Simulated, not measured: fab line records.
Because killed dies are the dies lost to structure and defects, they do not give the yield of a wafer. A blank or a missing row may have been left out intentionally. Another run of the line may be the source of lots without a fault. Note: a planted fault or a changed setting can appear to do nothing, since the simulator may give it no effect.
fab line records	flow n5_finfet
record lots=7	wafers=21
route steps=1938 shown MOL_CONTACT_COAG@624 BEOL_M0@721 BEOL_M1@800 BEOL_M2@881 BEOL_M3@938 BEOL_M4@1027 BEOL_M5@1119
start_h: hours from the record's opening day to when the first of the lot's shown wafers began	wait_h: hours from the lot's prior step to this one	" as in the row above	L1.1+2: a row that stands for several wafers	- no value, or no start was given	* or withheld: withheld	< > ~ a bound
route shown NAME@n: NAME is a module with steps in the file, n the number in the route of the first one	usual: average and standard deviation across the fault-free wafers	same: alike in all rows	chamber/n: place in a boat	sites: the reading at each site	_std_site: standard deviation across them	_edge_site: the outer-site mean with the inner-site mean subtracted	radius_mm: for every site, how far away it sits from the centre of the wafer	mask NAME#n: copy n	behind: tool/chamber where the wafer was last shaped	hold: why the lot went on hold/how many hours it stayed there/how the hold came to an end	device: the transistor (n, p or np) that didn't switch	end of line: tests of these same wafers at the route's end	for a step that has no rows: nothing shown but its recipe	killed: count of dies lost to structure and defects at first sort (not the wafer's yield)	map: dies across one wafer; x = killed, . = not, _ = none there
set.NAME: the setting the step ran with; set.NAME@STEP: the setting that earlier step ran with	model.NAME: the simulator's own value behind a step, which no gauge read
lots with deliberately changed settings; one table per step, one row per wafer
## steps
# step N5_MOL_CONTACT_COAG_CVD_140
# recipe material=W	target_thk_a=665	mode=selective_fill	temp_c=300	time_s=215
lot.wafer	tool	chamber	start_h	wait_h	set.target_thk_a	model.W_of_MOL_CONTACT_COAG_CVD_140.thk_nm
L083.2	cvd_w-02	1	156.21	0.1	665	66
L083.5	"	0	"	"	741.1	74.6
L083.6	"	1	"	"	665	66.4
L084.2	cvd_w-02	0	162.00	0.1	665	66.2
L084.4	"	1	"	"	665	66
L084.5	"	0	"	"	665	65.8
L086.1	cvd_w-02	0	173.44	0.1	665	66.2
L086.4+6	"	1,0	"	"	665	66.4
L089.1	cvd_w-01	1	193.20	0.1	750.9	76.8
L089.4	"	0	"	"	665	68
L089.5	"	0	"	"	750.9	76.6
L091.1	cvd_w-01	0	201.53	0.1	665	67.6
L091.2	"	1	"	"	665	67.4
L091.3	"	1	"	"	665	67.8
L093.1	cvd_w-02	0	212.83	0.1	691	69.6
L093.4	"	1	"	"	691	69.2
L093.6	"	1	"	"	665	66.4
L096.4	cvd_w-02	1	235.03	0.1	583	58.6
L096.5	"	1	"	"	665	67
L096.6	"	0	"	"	583	59.2
# step N5_BEOL_M0_TRENCH_ETCH_107
# recipe chemistry=C4F6/O2	target_depth_a=328	target=SiOC	time_s=16.4	ion_energy_ev=250	pressure_mtorr=30	source_w=355	bias_w=185	Ar_flow_sccm=300	C4F6_flow_sccm=10	O2_flow_sccm=10
lot.wafer	tool	chamber	start_h	wait_h	set.target_depth_a	model.BEOL_M0.feature_depth_nm
L083.2	rie_diel-03	3	170.11	0.0	311.7	31.4
L083.5	"	3	"	"	311.7	31.2
L083.6	"	2	"	"	328	33.4
L084.2	rie_diel-05	3	174.29	0.0	328	34
L084.4	"	3	"	"	355.5	36.8
L084.5	"	1	"	"	355.5	35
L086.1	rie_diel-03	2	187.89	0.0	328	33.2
L086.4	"	1	"	"	328	34.2
L086.6	"	2	"	"	328	33.4
L089.1	rie_diel-03	1	205.07	0.0	328	33.8
L089.4	"	2	"	"	328	33.6
L089.5	"	1	"	"	328	33.4
L091.1	rie_diel-03	2	215.76	0.0	342.6	34.6
L091.2+3	"	3,0	"	"	328	33
L093.1	rie_diel-06	3	232.09	0.0	358.6	35.8
L093.4	"	2	"	"	328	32.2
L093.6	"	3	"	"	358.6	35.6
L096.4	rie_diel-06	1	246.35	0.0	328	33
L096.5+6	"	3,2	"	"	304.3	30
# step N5_BEOL_M0_STRIP_142
# recipe chemistry=N2/H2	time_s=10	power_w=450	temp_c=40	pressure_mtorr=20	rf_frequency_hz=6e+07	bias_power_w=7	n2_flow_sccm=200	h2_flow_sccm=200
# step N5_BEOL_M0_OCD_MEAS_108
# usual trench_depth_nm=33.1/0.66
lot.wafer	tool	chamber	start_h	wait_h	set.target_depth_a@BEOL_M0_TRENCH_ETCH_107	trench_depth_nm
L083.2	ocd-02	-	170.22	0.1	311.7	32.0
L083.5	"	-	"	"	311.7	31.9
L083.6	"	-	"	"	328	33.8
L084.2	ocd-02	-	174.43	0.1	328	34.2
L084.4	"	-	"	"	355.5	37.1
L084.5	"	-	"	"	355.5	35.4
L086.1	ocd-01	-	187.99	0.1	328	33.6
L086.4	"	-	"	"	328	33.9
L086.6	"	-	"	"	328	33.4
L089.1	ocd-02	-	205.18	0.1	328	33.8
L089.4	"	-	"	"	328	33.4
L089.5	"	-	"	"	328	33.8
L091.1	ocd-01	-	215.87	0.1	342.6	34.4
L091.2	"	-	"	"	328	32.9
L091.3	"	-	"	"	328	33.3
L093.1	ocd-01	-	232.19	0.1	358.6	35.9
L093.4	"	-	"	"	328	31.9
L093.6	"	-	"	"	358.6	35.7
L096.4	ocd-01	-	246.46	0.1	328	32.8
L096.5	"	-	"	"	304.3	30.3
L096.6	"	-	"	"	304.3	30.0
# step N5_BEOL_M1_TRENCH_ETCH_37
# recipe chemistry=C4F6/O2	target_depth_a=552.07	target=SiOC	time_s=29	ion_energy_ev=250	pressure_mtorr=30	source_w=355	bias_w=185	Ar_flow_sccm=300	C4F6_flow_sccm=10	O2_flow_sccm=10
# usual rf_vpp_V=662/11
lot.wafer	tool	chamber	start_h	wait_h	set.bias_w	rf_vpp_V
L083.2	rie_diel-01	3	-	-	185	645
L083.5	"	0	"	"	196.6	700
L083.6	"	1	"	"	196.6	708
L084.2	rie_diel-04	0	-	-	185	665
L084.4	"	3	"	"	185	662
L084.5	"	2	"	"	185	665
L086.1	rie_diel-01	3	-	-	185	646
L086.4	"	1	"	"	185	674
L086.6	"	1	"	"	185	676
L089.1	rie_diel-01	3	-	-	185	647
L089.4	"	2	"	"	185	654
L089.5	"	1	"	"	185	676
L091.1	rie_diel-02	0	-	-	185	639
L091.2	"	3	"	"	166	602
L091.3	"	2	"	"	185	679
L093.1	rie_diel-01	3	-	-	153.1	555
L093.4	"	2	"	"	185	653
L093.6	"	2	"	"	153.1	562
L096.4	rie_diel-01	0	-	-	154.3	578
L096.5	"	1	"	"	154.3	584
L096.6	"	0	"	"	185	668
# step N5_BEOL_M2_ETCH_69
# recipe chemistry=CF4	target=SiARC	target_depth_a=156	mask_material=CAR-EUV	time_s=26	ion_energy_ev=80	pressure_mtorr=40	source_w=545	bias_w=36	Ar_flow_sccm=100	cf4_flow_sccm=100	ends=cleared
# usual rf_vpp_V=183.9/1.2
lot.wafer	tool	chamber	start_h	wait_h	set.bias_w	rf_vpp_V
L083.2	rie_diel-06	2	185.29	0.0	36	186.6
L083.5	"	1	"	"	36	184.7
L083.6	"	2	"	"	36	185.9
L084.2	rie_diel-05	0	188.67	0.0	31.06	166.7
L084.4	"	1	"	"	31.06	167.3
L084.5	"	1	"	"	36	184.1
L086.1	rie_diel-03	2	204.83	0.0	36	182.5
L086.4	"	1	"	"	36	184.8
L086.6	"	0	"	"	36	182.2
L089.1	rie_diel-03	1	228.50	0.0	36	185.6
L089.4	"	2	"	"	31.28	167.4
L089.5	"	3	"	"	31.28	167.8
L091.1	rie_diel-03	2	230.00	0.0	40.28	196.5
L091.2	"	1	"	"	40.28	199.1
L091.3	"	3	"	"	36	184.2
L093.1	rie_diel-06	2	248.29	0.0	36	186.5
L093.4	"	3	"	"	36	181.3
L093.6	"	2	"	"	36	184.8
L096.4	rie_diel-03	3	261.97	0.0	36	184.4
L096.5	"	0	"	"	36	182.4
L096.6	"	1	"	"	31.87	171.6
# step N5_BEOL_M2_TRENCH_ETCH_37
# recipe chemistry=C4F6/O2	target_depth_a=555.55	target=SiOC	time_s=29.2	ion_energy_ev=250	pressure_mtorr=30	source_w=355	bias_w=185	Ar_flow_sccm=300	C4F6_flow_sccm=10	O2_flow_sccm=10
lot.wafer	tool	chamber	start_h	wait_h	set.time_s	model.etch.depth_nm	model.BEOL_M2.feature_depth_nm
L083.2	rie_diel-03	3	-	-	29.2	56.24	56.2
L083.5	"	0	"	"	35.62	68.91	69
L083.6	"	1	"	"	35.62	70.01	70
L084.2	rie_diel-05	0	-	-	23.72	45.47	45.4
L084.4	"	1	"	"	23.72	45.09	45
L084.5	"	3	"	"	29.2	58.15	58.2
L086.1	rie_diel-03	0	-	-	29.2	55.57	55.6
L086.4	"	2	"	"	29.2	54.94	55
L086.6	"	2	"	"	29.2	55.12	55.2
L089.1	rie_diel-06	2	-	-	29.2	54.13	54.2
L089.4	"	1	"	"	31.78	60.7	60.8
L089.5	"	3	"	"	31.78	59.85	59.8
L091.1	rie_diel-05	2	-	-	29.2	56.2	56.2
L091.2	"	1	"	"	29.2	55.5	55.6
L091.3	"	3	"	"	29.2	58.02	58
L093.1	rie_diel-06	1	-	-	34.92	66.67	66.6
L093.4	"	1	"	"	29.2	56.37	56.4
L093.6	"	2	"	"	29.2	54.05	54
L096.4	rie_diel-06	0	-	-	29.2	54.86	54.8
L096.5	"	0	"	"	31.58	59.42	59.4
L096.6	"	3	"	"	31.58	58.78	58.8
# step N5_BEOL_M2_ETCH_41
# recipe chemistry=CH3F/O2	target=SiCN	target_depth_a=299	taper_deg=2	time_s=52.5	ion_energy_ev=120	mask_material=TiN	pressure_mtorr=30	source_w=395	bias_w=75	Ar_flow_sccm=150	CH3F_flow_sccm=30	O2_flow_sccm=20
# step N5_BEOL_M2_STRIP_97
# recipe chemistry=N2/H2	time_s=10	power_w=450	temp_c=40	pressure_mtorr=20	rf_frequency_hz=6e+07	bias_power_w=7	n2_flow_sccm=200	h2_flow_sccm=200
# step N5_BEOL_M2_OCD_MEAS_38
# usual trench_depth_nm=55.7/1.2
lot.wafer	tool	chamber	start_h	wait_h	set.time_s@BEOL_M2_TRENCH_ETCH_37	trench_depth_nm
L083.2	ocd-01	-	186.31	-	29.2	56.1
L083.5	"	-	"	"	35.62	68.2
L083.6	"	-	"	"	35.62	70.1
L084.2	ocd-02	-	189.32	-	23.72	45.9
L084.4	"	-	"	"	23.72	44.8
L084.5	"	-	"	"	29.2	58.5
L086.1	ocd-01	-	215.73	-	29.2	55.6
L086.4	"	-	"	"	29.2	54.7
L086.6	"	-	"	"	29.2	54.9
L089.1	ocd-02	-	232.07	-	29.2	53.7
L089.4	"	-	"	"	31.78	60.9
L089.5	"	-	"	"	31.78	59.8
L091.1	ocd-02	-	234.96	-	29.2	55.9
L091.2	"	-	"	"	29.2	55.9
L091.3	"	-	"	"	29.2	57.9
L093.1	ocd-01	-	250.82	-	34.92	66.7
L093.4	"	-	"	"	29.2	56.1
L093.6	"	-	"	"	29.2	54.3
L096.4	ocd-01	-	263.38	-	29.2	54.8
L096.5	"	-	"	"	31.58	59.6
L096.6	"	-	"	"	31.58	59.1
# step N5_BEOL_M2_HM_STRIP_39
# recipe chemistry=peroxide_tin_strip	material=TiN	target_depth_a=250	temp_c=50	time_s=158
# step N5_BEOL_M2_SRD_40
# recipe time_s=30	temp_c=23	rinse_liquid=diw	dry=ipa_marangoni
# step N5_BEOL_M2_ECD_50
# recipe material=Cu	target_thk_a=3000
# step N5_BEOL_M2_ANNEAL_51
# recipe temp_c=225	time_s=90	ambient=N2
# step N5_BEOL_M2_CMP_52
# recipe stop_on=SiOC	t_overpolish_s=6.8	down_force_psi=1	platen_rpm=50	clearing_platen_down_force_psi=1.5	clearing_platen_rpm=50	post_cmp_clean=cu_alkaline	target_thk_nm=40	clearing_platen_pad_velocity_m_s=0.99484	pad_velocity_m_s=0.99484
lot.wafer	tool	chamber	start_h	wait_h	set.time_s@BEOL_M2_TRENCH_ETCH_37	model.Cu_of_BEOL_M2_ECD_50.thk_nm
L083.2	cmp-04	3	190.47	0.3	29.2	40.4
L083.6+5	"	0,1	"	"	35.62	54.6
L084.2	cmp-03	3	193.21	0.2	23.72	28.8
L084.4	"	0	"	"	23.72	30.6
L084.5	"	3	"	"	29.2	41.6
L086.1	cmp-03	0	221.22	0.5	29.2	38.6
L086.4	"	1	"	"	29.2	39.6
L086.6	"	1	"	"	29.2	40.4
L089.1	cmp-01	1	235.63	0.3	29.2	39.4
L089.4	"	2	"	"	31.78	44.6
L089.5	"	0	"	"	31.78	44.4
L091.2	cmp-03	0	238.59	0.2	29.2	39.4
L091.1	"	1	"	"	29.2	42.2
L091.3	"	3	"	"	29.2	40.8
L093.1	cmp-04	0	254.69	0.3	34.92	51.8
L093.4	"	3	"	"	29.2	41
L093.6	"	1	"	"	29.2	38.6
L096.4	cmp-03	2	270.29	0.2	29.2	39.4
L096.5	"	3	"	"	31.58	42.2
L096.6	"	0	"	"	31.58	44.8
# step N5_BEOL_M2_THK_MEAS_53
# recipe thk_meas_gauge=xrf	reads=Cu_of_BEOL_M2_ECD_50
# usual M2_THK=39.8/1.5
lot.wafer	tool	chamber	start_h	wait_h	set.time_s@BEOL_M2_TRENCH_ETCH_37	M2_THK[nm]
L083.2	film_metro-02	-	190.65	-	29.2	40.5
L083.5	"	-	"	"	35.62	54.6
L083.6	"	-	"	"	35.62	54.7
L084.2	film_metro-02	-	193.46	-	23.72	28.5
L084.4	"	-	"	"	23.72	30.0
L084.5	"	-	"	"	29.2	41.0
L086.1	film_metro-02	-	221.51	-	29.2	38.2
L086.4	"	-	"	"	29.2	39.4
L086.6	"	-	"	"	29.2	40.1
L089.1	film_metro-01	-	235.86	-	29.2	38.6
L089.4	"	-	"	"	31.78	43.7
L089.5	"	-	"	"	31.78	43.8
L091.1	film_metro-02	-	238.89	-	29.2	41.6
L091.2	"	-	"	"	29.2	38.6
L091.3	"	-	"	"	29.2	40.1
L093.1	film_metro-01	-	254.98	-	34.92	51.3
L093.4	"	-	"	"	29.2	40.5
L093.6	"	-	"	"	29.2	38.2
L096.4	film_metro-01	-	270.47	-	29.2	39.4
L096.5	"	-	"	"	31.58	42.3
L096.6	"	-	"	"	31.58	44.9
# step N5_BEOL_M2_PRE_CLEAN_60
# recipe gas=NH3/H2	time_s=15	temp_c=*	rf_power_w=300
# step N5_BEOL_M2_CO_CAP_55
# recipe material=Co	target_thk_a=20	temp_c=200	precursor=CCTBA/H2	pressure_torr=30	time_s=102.1
# step N5_BEOL_M2_PRE_CLEAN_56
# recipe gas=NH3	time_s=15	temp_c=withheld	rf_power_w=300
# step N5_BEOL_M2_DEP_57
# recipe material=SiCN	target_thk_a=80	temp_c=withheld	precursor=3MS/NH3	pressure_torr=3	rf_w=202	time_s=14
# step N5_BEOL_M2_RS_MEAS_58
# recipe thk_meas_gauge=four-point-probe	reads=Co_of_BEOL_M2_CO_CAP_55+Cu_of_BEOL_M2_ECD_50+Co_of_BEOL_M2_CVD_47+TaN_of_BEOL_M2_ALD_84
# usual M2_RS=0.67/0.032
lot.wafer	tool	chamber	start_h	wait_h	set.time_s@BEOL_M2_TRENCH_ETCH_37	M2_RS[ohm/sq]
L083.2	film_metro-02	-	190.91	0.1	29.2	0.66
L083.5	"	-	"	"	35.62	0.45
L083.6	"	-	"	"	35.62	0.45
L084.2	film_metro-02	-	193.73	0.1	23.72	1.02
L084.4	"	-	"	"	23.72	0.94
L084.5	"	-	"	"	29.2	0.63
L086.1	film_metro-01	-	221.77	0.0	29.2	0.70
L086.4	"	-	"	"	29.2	0.68
L086.6	"	-	"	"	29.2	0.66
L089.1	film_metro-02	-	236.20	0.0	29.2	0.68
L089.4	"	-	"	"	31.78	0.58
L089.5	"	-	"	"	31.78	0.58
L091.1	film_metro-02	-	239.15	0.0	29.2	0.62
L091.2	"	-	"	"	29.2	0.68
L091.3	"	-	"	"	29.2	0.65
L093.1	film_metro-01	-	255.27	0.1	34.92	0.48
L093.4	"	-	"	"	29.2	0.65
L093.6	"	-	"	"	29.2	0.70
L096.4	film_metro-01	-	270.73	0.0	29.2	0.68
L096.5	"	-	"	"	31.58	0.62
L096.6	"	-	"	"	31.58	0.58
# step N5_BEOL_M3_COAT_05
# recipe resist=CAR-EUV	spin_rpm=1500	resist_thk_nm=30
lot.wafer	tool	chamber	start_h	wait_h	set.spin_rpm	model.CAR-EUV_of_BEOL_M3_COAT_05.thk_nm
L083.2	litho_track-05	0	-	-	1402	31
L083.5	"	0	"	"	1500	30
L083.6	"	0	"	"	1402	30.8
L084.2+5	litho_track-05	0	-	-	1500	30
L084.4	"	0	"	"	1427	30.8
L086.1+4+6	litho_track-05	0	-	-	1500	30
L089.1+5	litho_track-03	0	-	-	1378	31.2
L089.4	"	0	"	"	1500	30
L091.1+2	litho_track-03	0	-	-	1500	30
L091.3	"	0	"	"	1500	29.8
L093.1+4	litho_track-03	0	-	-	1500	30
L093.6	"	0	"	"	1442	30.6
L096.4+5+6	litho_track-01	0	-	-	1500	30
# step N5_BEOL_M3_EBR_07
# recipe solvent=PGMEA	ebr_width_mm=1.5
# step N5_BEOL_M3_SOFTBAKE_06
# recipe temp_c=110	time_s=60	resist=CAR-EUV
# step N5_BEOL_M3_EXPOSE_08
# recipe mask_id=M3	na=0.33	source_shape=dipole	sigma_inner=0.369	sigma_outer=0.767	polarization=unpolarized	dose_mj=33
# step N5_BEOL_M3_PEB_09
# recipe peb_temp_c=100	peb_time_s=60	resist=CAR-EUV
# step N5_BEOL_M3_DEVELOP_10
# recipe develop_time_s=30	developer=TMAH	resist=CAR-EUV	rinse_liquid=surfactant_rinse	dry=air_spin	dev_temp_c=23
lot.wafer	tool	chamber	start_h	wait_h	set.spin_rpm@BEOL_M3_COAT_05	model.CAR-EUV_of_BEOL_M3_COAT_05.thk_nm
L083.2+6	litho_track-01	0	-	-	1402	30.4
L083.5	"	0	"	"	1500	29.4
L084.2	litho_track-05	0	-	-	1500	29.4
L084.4	"	0	"	"	1427	30.4
L084.5	"	0	"	"	1500	29.6
L086.1+4	litho_track-05	0	-	-	1500	29.6
L086.6	"	0	"	"	1500	29.4
L089.1+5	litho_track-03	0	-	-	1378	30.8
L089.4	"	0	"	"	1500	29.4
L091.1	litho_track-01	0	-	-	1500	29.6
L091.2+3	"	0	"	"	1500	29.4
L093.1+4	litho_track-01	0	-	-	1500	29.6
L093.6	"	0	"	"	1442	30.2
L096.4+5+6	litho_track-03	0	-	-	1500	29.4
# step N5_BEOL_M4_COAT_73
# recipe resist=underlayer	temp_c=205	time_s=60	spin_rpm=1500	resist_thk_nm=5
lot.wafer	tool	chamber	start_h	wait_h	set.spin_rpm
L083.2+6	litho_track-01	0	-	-	1603
L083.5	"	0	"	"	1500
L084.2+4	litho_track-04	0	-	-	1500
L084.5	"	0	"	"	1382
L086.1+4+6	litho_track-04	0	-	-	1500
L089.1+4+5	litho_track-01	0	-	-	1500
L091.1+2+3	litho_track-02	0	-	-	1500
L093.1+6	litho_track-02	0	-	-	1559
L093.4	"	0	"	"	1500
L096.4+5+6	litho_track-04	0	-	-	1545
# step N5_BEOL_M4_COAT_05
# recipe resist=CAR-EUV	spin_rpm=1500	resist_thk_nm=30
# step N5_BEOL_M4_EBR_07
# recipe solvent=PGMEA	ebr_width_mm=1.5
# step N5_BEOL_M4_DESCUM_16
# recipe chemistry=O2	time_s=7	source_power_w=50	bias_power_w=20	pressure_mtorr=20	rf_frequency_hz=2.712e+07	temp_c=40	resist=CAR-EUV	o2_flow_sccm=225
# step N5_BEOL_M4_ETCH_74
# recipe chemistry=N2/H2	target=underlayer	target_depth_a=65	mask_material=CAR-EUV	time_s=5.2	ion_energy_ev=200	pressure_mtorr=30	source_w=840	bias_w=150	n2_flow_sccm=200	h2_flow_sccm=200	ends=cleared
lot.wafer	tool	chamber	start_h	wait_h	set.spin_rpm@BEOL_M4_COAT_73	model.etch.depth_nm
L083.2	rie_diel-05	3	203.67	0.0	1603	4.841
L083.5	"	3	"	"	1500	5.01
L083.6	"	2	"	"	1603	4.845
L084.2	rie_diel-06	3	204.01	0.0	1500	5.002
L084.4	"	2	"	"	1500	5.011
L084.5	"	2	"	"	1382	5.219
L086.1+4	rie_diel-03	0,3	235.81	0.0	1500	4.987
L086.6	"	0	"	"	1500	4.981
L089.1	rie_diel-05	3	247.83	0.0	1500	4.996
L089.4	"	1	"	"	1500	5.007
L089.5	"	0	"	"	1500	4.99
L091.1	rie_diel-05	0	251.16	0.0	1500	5.021
L091.2	"	1	"	"	1500	5.026
L091.3	"	2	"	"	1500	5.036
L093.1	rie_diel-03	0	266.92	0.0	1559	4.929
L093.4	"	1	"	"	1500	5.017
L093.6	"	3	"	"	1559	4.933
L096.4	rie_diel-06	2	289.94	0.0	1545	4.917
L096.5	"	3	"	"	1545	4.912
L096.6	"	2	"	"	1545	4.921
# step N5_BEOL_M5_COAT_71
# recipe resist=underlayer	temp_c=205	time_s=60	spin_rpm=1500	resist_thk_nm=5
lot.wafer	tool	chamber	start_h	wait_h	set.spin_rpm
L083.2	litho_track-03	0	-	-	1500
L083.5+6	"	0	"	"	1369
L084.2+4+5	litho_track-02	0	-	-	1500
L086.1+4+6	litho_track-05	0	-	-	1500
L089.1+5	litho_track-05	0	-	-	1500
L089.4	"	0	"	"	1597
L091.1+2+3	litho_track-05	0	-	-	1500
L093.1+4	litho_track-03	0	-	-	1500
L093.6	"	0	"	"	1632
L096.4+5	litho_track-03	0	-	-	1500
L096.6	"	0	"	"	1620
## key
split step=N5_MOL_CONTACT_COAG_CVD_140	setting=target_thk_a	stated=665	by=wafer
response step=N5_MOL_CONTACT_COAG_CVD_140	reading=model.W_of_MOL_CONTACT_COAG_CVD_140.thk_nm	change=+0.688	per=1%	r=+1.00
split step=N5_BEOL_M0_TRENCH_ETCH_107	setting=target_depth_a	stated=328	by=wafer
response step=N5_BEOL_M0_TRENCH_ETCH_107	reading=model.BEOL_M0.feature_depth_nm	change=+0.346	per=1%	r=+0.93
response step=N5_BEOL_M0_OCD_MEAS_108	reading=trench_depth_nm	change=+0.347	per=1%	r=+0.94
split step=N5_BEOL_M1_TRENCH_ETCH_37	setting=bias_w	stated=185	by=wafer
response step=N5_BEOL_M1_TRENCH_ETCH_37	reading=rf_vpp_V	change=+5.61	per=1%	r=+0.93
split step=N5_BEOL_M2_ETCH_69	setting=bias_w	stated=36	by=wafer
response step=N5_BEOL_M2_ETCH_69	reading=rf_vpp_V	change=+1.21	per=1%	r=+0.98
split step=N5_BEOL_M2_TRENCH_ETCH_37	setting=time_s	stated=29.2	by=wafer
response step=N5_BEOL_M2_TRENCH_ETCH_37	reading=model.etch.depth_nm	change=+0.62	per=1%	r=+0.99
response step=N5_BEOL_M2_TRENCH_ETCH_37	reading=model.BEOL_M2.feature_depth_nm	change=+0.622	per=1%	r=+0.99
response step=N5_BEOL_M2_OCD_MEAS_38	reading=trench_depth_nm	change=+0.626	per=1%	r=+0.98
response step=N5_BEOL_M2_CMP_52	reading=model.Cu_of_BEOL_M2_ECD_50.thk_nm	change=+0.623	per=1%	r=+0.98
response step=N5_BEOL_M2_THK_MEAS_53	reading=M2_THK	change=+0.62	per=1%	r=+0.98
response step=N5_BEOL_M2_RS_MEAS_58	reading=M2_RS	change=-0.012	per=1%	r=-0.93
split step=N5_BEOL_M3_COAT_05	setting=spin_rpm	stated=1500	by=wafer
response step=N5_BEOL_M3_COAT_05	reading=model.CAR-EUV_of_BEOL_M3_COAT_05.thk_nm	change=-0.148	per=1%	r=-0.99
response step=N5_BEOL_M3_DEVELOP_10	reading=model.CAR-EUV_of_BEOL_M3_COAT_05.thk_nm	change=-0.167	per=1%	r=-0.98
split step=N5_BEOL_M4_COAT_73	setting=spin_rpm	stated=1500	by=wafer
response step=N5_BEOL_M4_ETCH_74	reading=model.etch.depth_nm	change=-0.0254	per=1%	r=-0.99
split step=N5_BEOL_M5_COAT_71	setting=spin_rpm	stated=1500	by=wafer
response none in this file
